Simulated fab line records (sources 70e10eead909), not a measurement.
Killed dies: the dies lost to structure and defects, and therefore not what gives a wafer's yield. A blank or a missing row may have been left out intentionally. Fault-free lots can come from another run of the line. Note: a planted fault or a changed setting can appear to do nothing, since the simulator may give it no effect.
Matching of chambers | flow nandHarc | NHARC_THIN_TSV_ETCHBACK_48 on rieDiel-01: 4 sister chambers
The step etches the open film in C4F8/Ar, target depth 1028.5 nm, time 405.17 s. 14 wafers are shown with their chamber, then 6 later ones without.

== WAFERS, EACH WITH ITS CHAMBER ==
wafer  | chamber | rfVppV (V) | oesProductAu (a.u.)
L253.1 | 3       | 550.6      | 0.99
L253.2 | 0       | 544.9      | 1.00
L253.4 | 2       | 550.9      | 0.97
L252.1 | 1       | 544.0      | 1.02
L252.2 | 3       | 549.4      | 0.98
L252.6 | 0       | 545.3      | 1.01
L254.2 | 0       | 545.5      | 1.00
L254.3 | 2       | 549.3      | 0.99
L254.4 | 1       | 544.3      | 1.00
L259.1 | 0       | 547.0      | 0.95
L259.4 | 1       | 545.4      | 0.97
L259.6 | 1       | 543.3      | 0.95
L264.1 | 1       | 542.5      | 0.92
L264.4 | 2       | 550.6      | 0.91

SIGNATURES, as means of the wafers listed above
reading      | chamber 0 | chamber 1 | chamber 2 | chamber 3 | scatter within a chamber
rfVppV       | 545.675   | 543.900   | 550.267   | 550.000   | 0.971
oesProductAu | 0.9900    | 0.9720    | 0.9567    | 0.9850    | 0.0346
Rule: for a wafer and a chamber, the distance is found by dividing, reading by reading, the gap between the wafer's reading and the chamber's mean by the reading's scatter, squaring, summing and taking the root. The wafer belongs to the nearest chamber; if the next one is less than 2 further off, it can't be placed. How the scatter is found: for the shown wafers, subtract from each reading the mean of its chamber, square and add these, divide the total by (wafers less chambers), then take the root.

== WAFERS WITHOUT THEIR CHAMBER ==
wafer  | rfVppV (V) | oesProductAu (a.u.)
L264.6 | 550.5      | 0.92
L266.1 | 544.5      | 1.01
L266.5 | 551.4      | 0.99
L266.6 | 545.9      | 1.00
L268.2 | 550.3      | 1.01
L268.6 | 551.2      | 1.01

== EACH ONE'S CHAMBER ==
wafer  | from the rows above     | in truth
L264.6 | can't be placed: 2 or 3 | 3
L266.1 | can't be placed: 1 or 0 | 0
L266.5 | can't be placed: 3 or 2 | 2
L266.6 | can't be placed: 0 or 1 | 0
L268.2 | can't be placed: 3 or 2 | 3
L268.6 | can't be placed: 3 or 2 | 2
Correctly placed: 0 of 6. Can't be placed from these rows: 6 (the true chamber is among the candidates in 6). Wrongly placed: 0.
